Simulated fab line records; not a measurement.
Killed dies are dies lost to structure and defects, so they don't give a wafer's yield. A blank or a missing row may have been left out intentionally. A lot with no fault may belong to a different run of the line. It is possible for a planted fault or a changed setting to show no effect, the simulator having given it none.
Lot-split experiment || flow n5 finfet || 7 lots, 21 wafers read, on a route of 1938 steps

THE SPLIT
At N5_BEOL_M3_PECVD_72 (deposits SiO2 from TEOS/O2, target thk 16 nm, time 18 s), the setting temp c was moved away from the recipe's 400 C on 5 of the 21 wafers read, by -3.0% to -1.4%. For the rest of the wafers, this setting stayed at what the recipe calls for.

Reading taken at the split's own step.

THE READING
SiO2_of_BEOL_M3_PECVD_72.thk nm (the simulator's own value, which no gauge read), in nm, at N5_BEOL_M3_PECVD_72 (deposits SiO2 from TEOS/O2, target thk 16 nm, time 18 s). The file does not state a usual value for it. Across the 16 wafers here that went through the recipe, the average is 16.1 nm and the standard deviation 0.25 nm.

{"wafer": "L076.1", "tool, chamber at the split": "pecvd-02, 1", "temp c as run, C": 400, "against the recipe": "recipe", "SiO2_of_BEOL_M3_PECVD_72.thk nm, nm": 16.2, "against lot-mates on the recipe": "-"}
{"wafer": "L076.6", "tool, chamber at the split": "pecvd-02, 1", "temp c as run, C": 400, "against the recipe": "recipe", "SiO2_of_BEOL_M3_PECVD_72.thk nm, nm": 16.2, "against lot-mates on the recipe": "-"}
{"wafer": "L076.2", "tool, chamber at the split": "pecvd-02, 0", "temp c as run, C": 400, "against the recipe": "recipe", "SiO2_of_BEOL_M3_PECVD_72.thk nm, nm": 16, "against lot-mates on the recipe": "-"}
{"wafer": "L078.1", "tool, chamber at the split": "pecvd-03, 0", "temp c as run, C": 400, "against the recipe": "recipe", "SiO2_of_BEOL_M3_PECVD_72.thk nm, nm": 15.4, "against lot-mates on the recipe": "-"}
{"wafer": "L078.4", "tool, chamber at the split": "pecvd-03, 1,0", "temp c as run, C": 400, "against the recipe": "recipe", "SiO2_of_BEOL_M3_PECVD_72.thk nm, nm": 15.8, "against lot-mates on the recipe": "-"}
{"wafer": "L078.5", "tool, chamber at the split": "pecvd-03, 1,0", "temp c as run, C": 400, "against the recipe": "recipe", "SiO2_of_BEOL_M3_PECVD_72.thk nm, nm": 15.8, "against lot-mates on the recipe": "-"}
{"wafer": "L081.3", "tool, chamber at the split": "pecvd-04, 0", "temp c as run, C": 400, "against the recipe": "recipe", "SiO2_of_BEOL_M3_PECVD_72.thk nm, nm": 15.8, "against lot-mates on the recipe": "-"}
{"wafer": "L081.4", "tool, chamber at the split": "pecvd-04, 2", "temp c as run, C": 387.9, "against the recipe": "-3.0%", "SiO2_of_BEOL_M3_PECVD_72.thk nm, nm": 17.4, "against lot-mates on the recipe": "+1.5"}
{"wafer": "L081.6", "tool, chamber at the split": "pecvd-04, 1", "temp c as run, C": 400, "against the recipe": "recipe", "SiO2_of_BEOL_M3_PECVD_72.thk nm, nm": 16, "against lot-mates on the recipe": "-"}
{"wafer": "L084.1", "tool, chamber at the split": "pecvd-02, 2", "temp c as run, C": 400, "against the recipe": "recipe", "SiO2_of_BEOL_M3_PECVD_72.thk nm, nm": 16, "against lot-mates on the recipe": "-"}
{"wafer": "L084.4", "tool, chamber at the split": "pecvd-02, 0", "temp c as run, C": 400, "against the recipe": "recipe", "SiO2_of_BEOL_M3_PECVD_72.thk nm, nm": 16.2, "against lot-mates on the recipe": "-"}
{"wafer": "L084.6", "tool, chamber at the split": "pecvd-02, 2", "temp c as run, C": 390.5, "against the recipe": "-2.4%", "SiO2_of_BEOL_M3_PECVD_72.thk nm, nm": 17.4, "against lot-mates on the recipe": "+1.3"}
{"wafer": "L085.2", "tool, chamber at the split": "pecvd-02, 1", "temp c as run, C": 394.1, "against the recipe": "-1.5%", "SiO2_of_BEOL_M3_PECVD_72.thk nm, nm": 16.6, "against lot-mates on the recipe": "+0.2"}
{"wafer": "L085.5", "tool, chamber at the split": "pecvd-02, 1", "temp c as run, C": 394.1, "against the recipe": "-1.5%", "SiO2_of_BEOL_M3_PECVD_72.thk nm, nm": 16.6, "against lot-mates on the recipe": "+0.2"}
{"wafer": "L085.6", "tool, chamber at the split": "pecvd-02, 0", "temp c as run, C": 400, "against the recipe": "recipe", "SiO2_of_BEOL_M3_PECVD_72.thk nm, nm": 16.4, "against lot-mates on the recipe": "-"}
{"wafer": "L088.1", "tool, chamber at the split": "pecvd-02, 0", "temp c as run, C": 400, "against the recipe": "recipe", "SiO2_of_BEOL_M3_PECVD_72.thk nm, nm": 16.2, "against lot-mates on the recipe": "-"}
{"wafer": "L088.5", "tool, chamber at the split": "pecvd-02, 0", "temp c as run, C": 400, "against the recipe": "recipe", "SiO2_of_BEOL_M3_PECVD_72.thk nm, nm": 16.2, "against lot-mates on the recipe": "-"}
{"wafer": "L088.6", "tool, chamber at the split": "pecvd-02, 2", "temp c as run, C": 400, "against the recipe": "recipe", "SiO2_of_BEOL_M3_PECVD_72.thk nm, nm": 16.4, "against lot-mates on the recipe": "-"}
{"wafer": "L090.1", "tool, chamber at the split": "pecvd-03, 0", "temp c as run, C": 394.4, "against the recipe": "-1.4%", "SiO2_of_BEOL_M3_PECVD_72.thk nm, nm": 16.2, "against lot-mates on the recipe": "+0.0"}
{"wafer": "L090.2", "tool, chamber at the split": "pecvd-03, 1", "temp c as run, C": 400, "against the recipe": "recipe", "SiO2_of_BEOL_M3_PECVD_72.thk nm, nm": 16.2, "against lot-mates on the recipe": "-"}
{"wafer": "L090.5", "tool, chamber at the split": "pecvd-03, 1", "temp c as run, C": 400, "against the recipe": "recipe", "SiO2_of_BEOL_M3_PECVD_72.thk nm, nm": 16.2, "against lot-mates on the recipe": "-"}
Rows listing several chambers each stand for several wafers; the file does not say which wafer went through which chamber.

FIT RESULTS
A straight line over all 21 wafers: SiO2_of_BEOL_M3_PECVD_72.thk nm changes by -0.434 nm for each +1% of temp c; r = -0.84; the points scatter about the line by 0.27 nm.
The same after taking each lot's own level away (the mean of its wafers on the recipe; 21 wafers): -0.406 nm for each +1%; r = -0.86; scatter 0.23 nm.
According to that fit, moving temp c by its largest amount changes the reading by 1.2 nm.
From 15.67 to 16.40 nm: that is the span of the lots' own levels, equal to 2.9 times the standard deviation above.
The two slopes are in agreement: the lot-to-lot level therefore moves the slope only a little.
Check: +0.947 nm against its lot-mates is what the line predicts for one of the wafers moved furthest among these (-3.0%) when that wafer is left out of the fit. It came out at +1.5 nm against them.

THESE WAFERS: OTHER SPLITS
Before the reading, these wafers also passed through other splits. Each is held against what the fit with the lots' levels taken away leaves over:
{"other split on the same wafers": "N5_BEOL_M0_SAQP_SPACER2_ETCHBACK_27 time s", "wafers away from the commonest value": 5, "r with SiO2_of_BEOL_M3_PECVD_72.thk nm (lot level and that fit taken away)": "+0.48"}
{"other split on the same wafers": "N5_BEOL_M1_PECVD_72 time s", "wafers away from the commonest value": 11, "r with SiO2_of_BEOL_M3_PECVD_72.thk nm (lot level and that fit taken away)": -0.12}
{"other split on the same wafers": "N5_BEOL_M2_COAT_67 spin rpm", "wafers away from the commonest value": 8, "r with SiO2_of_BEOL_M3_PECVD_72.thk nm (lot level and that fit taken away)": "+0.10"}
{"other split on the same wafers": "N5_BEOL_M2_COAT_22 spin rpm", "wafers away from the commonest value": 9, "r with SiO2_of_BEOL_M3_PECVD_72.thk nm (lot level and that fit taken away)": "+0.24"}

FILE'S OWN FIT
SiO2_of_BEOL_M3_PECVD_72.thk nm changes by -0.418 nm for each +1% of temp c, r = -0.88.
